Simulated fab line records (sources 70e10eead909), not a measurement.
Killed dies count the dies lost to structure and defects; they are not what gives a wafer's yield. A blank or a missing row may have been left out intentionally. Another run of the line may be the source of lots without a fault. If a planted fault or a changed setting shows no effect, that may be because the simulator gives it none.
Matching of chambers :: flow nandHarc :: NHARC_A_CONTACT_DESCUM_47 on rieDiel-05: 4 sister chambers
The step chemistry O2, time 3 s. 4 wafers are shown with their chamber, then 9 later ones without.

WAFERS WITH THEIR CHAMBER
wafer: L076.6
chamber: 2
showerheadPlenumPTorr (Torr): 1.83

wafer: L087.2
chamber: 3
showerheadPlenumPTorr (Torr): 1.83

wafer: L087.3
chamber: 1
showerheadPlenumPTorr (Torr): 1.84

wafer: L087.4
chamber: 0
showerheadPlenumPTorr (Torr): 1.79

WAFERS MISSING THEIR CHAMBER
wafer: L091.2
showerheadPlenumPTorr (Torr): 1.78

wafer: L091.3
showerheadPlenumPTorr (Torr): 1.83

wafer: L091.4
showerheadPlenumPTorr (Torr): 1.83

wafer: L092.1
showerheadPlenumPTorr (Torr): 1.84

wafer: L092.2
showerheadPlenumPTorr (Torr): 1.78

wafer: L092.5
showerheadPlenumPTorr (Torr): 1.84

wafer: L095.2
showerheadPlenumPTorr (Torr): 1.83

wafer: L095.4
showerheadPlenumPTorr (Torr): 1.83

wafer: L095.6
showerheadPlenumPTorr (Torr): 1.83

CHAMBER TAKEN BY EACH
wafer: L091.2
from the rows above: 0
in truth: 0

wafer: L091.3
from the rows above: can't be placed: 2 or 3
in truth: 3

wafer: L091.4
from the rows above: can't be placed: 2 or 3
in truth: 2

wafer: L092.1
from the rows above: 1
in truth: 1

wafer: L092.2
from the rows above: 0
in truth: 0

wafer: L092.5
from the rows above: 1
in truth: 1

wafer: L095.2
from the rows above: can't be placed: 2 or 3
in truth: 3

wafer: L095.4
from the rows above: can't be placed: 2 or 3
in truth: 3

wafer: L095.6
from the rows above: can't be placed: 2 or 3
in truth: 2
Correct placement for 4 of the 9. Cannot be placed on the basis of these rows: 5; the candidates contain the true chamber in 5. Wrongly placed: 0.
How it was worked out, from the rows above alone: a wafer's distance from a chamber is the root of the sum, over the readings, of the square of ((its reading less the chamber's mean) divided by the reading's scatter). The wafer belongs to the nearest chamber; if the next one is less than 2 further off, it can't be placed. A chamber's mean is the mean of its shown wafers. The scatter: root of mean squared gap, hidden wafer to nearest shown wafer, with one shown wafer a chamber.
